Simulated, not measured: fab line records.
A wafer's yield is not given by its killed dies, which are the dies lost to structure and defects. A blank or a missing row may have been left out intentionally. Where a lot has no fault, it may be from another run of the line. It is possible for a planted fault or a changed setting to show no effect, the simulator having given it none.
Which tool is to blame? || flow n5_finfet || 10 lots, 29 wafers sampled, at 3 steps of a route of 1938

== WHAT THE GAUGES READ, wafer by wafer ==
N5_DUMMY_GATE_CD_MEAS_24 targets a cd of 15 nm.
{"lot": "L482", "measured": "day 3 05:29", "on": "cd_sem-01", "cd_nm (nm)": "14.7 15.0"}
{"lot": "L484", "measured": "day 3 18:56", "on": "cd_sem-02", "cd_nm (nm)": "15.4 15.0 15.3"}
{"lot": "L488", "measured": "day 4 17:51", "on": "cd_sem-02", "cd_nm (nm)": "15.7 15.8 15.1"}
{"lot": "L489", "measured": "day 5 05:55", "on": "cd_sem-02", "cd_nm (nm)": "15.2 14.1 14.7"}
{"lot": "L490", "measured": "day 5 07:19", "on": "cd_sem-03", "cd_nm (nm)": "14.3 14.9 15.2"}
{"lot": "L494", "measured": "day 6 07:01", "on": "cd_sem-01", "cd_nm (nm)": "15.7 16.0 15.2"}
{"lot": "L495", "measured": "day 6 11:16", "on": "cd_sem-03", "cd_nm (nm)": "15.1 15.1 15.0"}
{"lot": "L497", "measured": "day 6 23:00", "on": "cd_sem-02", "cd_nm (nm)": "15.9 15.2 15.5"}
{"lot": "L501", "measured": "day 7 23:01", "on": "cd_sem-01", "cd_nm (nm)": "14.7 15.0 15.3"}
{"lot": "L504", "measured": "day 8 16:25", "on": "cd_sem-01", "cd_nm (nm)": "15.6 15.0 15.1"}

== TOOL THAT RAN EACH LOT (tool first, then ch and the chambers of the sampled wafers, then the start) ==
{"lot": "L482", "N5_DUMMY_GATE_ETCH_36": "rie_diel-02 ch 1,2, day 3 04:38", "N5_DUMMY_GATE_ETCH_31": "rie_diel-05 ch 2,3, day 3 05:02"}
{"lot": "L484", "N5_DUMMY_GATE_ETCH_36": "rie_diel-02 ch 1,2,3, day 3 18:05", "N5_DUMMY_GATE_ETCH_31": "rie_diel-03 ch 1,2, day 3 18:28"}
{"lot": "L488", "N5_DUMMY_GATE_ETCH_36": "rie_diel-02 ch 1,2,3, day 4 17:05", "N5_DUMMY_GATE_ETCH_31": "rie_diel-05 ch 0,1,2, day 4 17:24"}
{"lot": "L489", "N5_DUMMY_GATE_ETCH_36": "rie_diel-02 ch 0,1, day 5 05:09", "N5_DUMMY_GATE_ETCH_31": "rie_diel-02 ch 0,1, day 5 05:28"}
{"lot": "L490", "N5_DUMMY_GATE_ETCH_36": "rie_diel-02 ch 1,3, day 5 06:34", "N5_DUMMY_GATE_ETCH_31": "rie_diel-03 ch 0,1, day 5 06:53"}
{"lot": "L494", "N5_DUMMY_GATE_ETCH_36": "rie_diel-02 ch 0,1, day 6 06:14", "N5_DUMMY_GATE_ETCH_31": "rie_diel-02 ch 0,2, day 6 06:34"}
{"lot": "L495", "N5_DUMMY_GATE_ETCH_36": "rie_diel-02 ch 0,2,3, day 6 10:30", "N5_DUMMY_GATE_ETCH_31": "rie_diel-02 ch 2,3, day 6 10:49"}
{"lot": "L497", "N5_DUMMY_GATE_ETCH_36": "rie_diel-03 ch 1,2, day 6 21:58", "N5_DUMMY_GATE_ETCH_31": "rie_diel-05 ch 0,1,2, day 6 22:32"}
{"lot": "L501", "N5_DUMMY_GATE_ETCH_36": "rie_diel-05 ch 0,2,3, day 7 22:14", "N5_DUMMY_GATE_ETCH_31": "rie_diel-05 ch 0,2,3, day 7 22:34"}
{"lot": "L504", "N5_DUMMY_GATE_ETCH_36": "rie_diel-03 ch 0,1, day 8 15:40", "N5_DUMMY_GATE_ETCH_31": "rie_diel-05 ch 2,3, day 8 15:59"}
- N5_DUMMY_GATE_ETCH_36: etches SiARC in CF4, target depth 13 nm.
- N5_DUMMY_GATE_ETCH_31: etches SiO2 in C4F6/O2, target depth 82.5 nm, time 27.5 s.

== THE ANSWER, worked out from the rows above alone ==
Rule: the usual values come from the lots themselves. The widest of any qualifying gaps counts: lots, ordered by their means at a reading, are off when they make up no more than a third of the lots, leave a main group of 4 or more, and stand apart from it by 3 or more times the standard deviation of that group's means. A main group whose means are all the same, to the digits that the tables above print for the reading, isn't used. Also off: a lot with no number at a reading for which 4 or more lots have one. Any other lot the step has rows for is counted as sound.
Across all readings shown, no lot is off: no conclusion can be drawn from this.

== WHAT THE SIMULATOR HAD INSERTED ==
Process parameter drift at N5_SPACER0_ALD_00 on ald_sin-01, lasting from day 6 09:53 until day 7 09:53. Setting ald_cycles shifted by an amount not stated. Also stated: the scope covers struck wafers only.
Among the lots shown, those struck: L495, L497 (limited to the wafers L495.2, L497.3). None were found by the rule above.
